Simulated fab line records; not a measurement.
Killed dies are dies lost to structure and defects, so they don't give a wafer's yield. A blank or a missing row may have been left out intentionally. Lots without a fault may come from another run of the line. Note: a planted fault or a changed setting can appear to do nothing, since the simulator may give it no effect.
Problem report in the 8D (eight disciplines) form, filled by code + flow nand_harc + the parts of the form that need people (team, actions taken, sign-off) are left out

== 1. THE ISSUE ==
Mean of thk_nm at NHARC_A_ONON_D2_THK_MEAS_27: 498 nm across 4 wafers in 2 lots; on wafers with no fault it is 1000 nm (standard deviation 10). That puts it -50 standard deviations away from the usual mean.
The step: measures by ellipsometry.
First seen on wafer L958.1, day 16 17:26, on film_metro-01. At this step, 42 wafers from 14 lots have a number in the record. The rule behind "out" and "out of limits": a value lying over 4 standard deviations away from the usual mean. Any other wafer with a number is counted as sound.

== 2. WHAT IT IS, AND WHAT IT ISN'T ==
| question                    | is                             | is not                                                                                                   |
|-----------------------------|--------------------------------|----------------------------------------------------------------------------------------------------------|
| which readings at this step | thk_nm                         | -                                                                                                        |
| which lots                  | L958, L960                     | L948, L950, L952, L953, L954, L955, L965, L966, L967, L968, L970, L971                                   |
| which wafers of those lots  | L958.1, L958.3, L958.5, L960.5 | L960.4, L960.6                                                                                           |
| read on which gauges        | film_metro-01                  | film_metro-02                                                                                            |
| when                        | from day 16 17:26              | up to then (18 sound wafers); but 20 sound wafers of L960, L965, L966, L967, L968, L970, L971 came after |

== 3. THE SUSPECTS, EACH WITH WHAT RULES IT OUT ==
Counting: a tool at a process step up to the reading stays a suspect if it ran every lot that is out. Sound lots after the first of them don't rule it out here, since some wafers of a struck lot are sound.
- ruled out: the gauge at NHARC_A_ONON_D2_THK_MEAS_27. All the wafers that are out were read on film_metro-01, but those of them that NHARC_END_SORT_01 has rows for are out there too, on other tools.
- pecvd_onon-03 at NHARC_A_ONON_D2_DEP_25 (target thk 1000 nm): kept. It processed each lot that is out (first: L958, day 16 16:56); up to then, its last sound lot is L954 (day 15 21:15).
Remaining after the count: pecvd_onon-03 at NHARC_A_ONON_D2_DEP_25.

== 4. THE CAUSE (what the simulator had put in) ==
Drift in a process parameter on pecvd_onon-03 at NHARC_A_ONON_D2_DEP_25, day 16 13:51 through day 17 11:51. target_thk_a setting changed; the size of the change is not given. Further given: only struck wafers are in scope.
The count eliminated every tool but this one.

== 5. SEQUENCE OF EFFECTS, ordered by route ==
Rows list readings where the struck wafers' mean (over those with a number) sits beyond 3 standard deviations from the usual. Scope: only readings with a usual standard deviation given in the record; hours: median across lots of the time from each lot's start at the first step in this table that gives one to its start at this step; sigmas: change in usual standard deviations.
| hours | step                        | reading         | usual   | on struck wafers | change | sigmas |
|-------|-----------------------------|-----------------|---------|------------------|--------|--------|
| 0     | NHARC_A_ONON_D2_THK_MEAS_27 | thk_nm          | 1000 nm | 498              | -502   | -50    |
| 284   | NHARC_END_SORT_01           | killed_at_array | 53      | 673              | +620   | +34    |
| 284   | NHARC_END_SORT_01           | killed_dies     | 58      | 677              | +619   | +34    |

== 6. WHAT WOULD HAVE CAUGHT IT SOONER ==
In this record the first reading out of limits at a measuring or inspecting step was taken at day 16 17:26, 4 hours after the fault began at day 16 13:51.
Among the 2 lots that are out, L960 began NHARC_A_ONON_D2_DEP_25 on pecvd_onon-03 after day 16 17:26. It would have been spared by a hold on the tool at that moment.
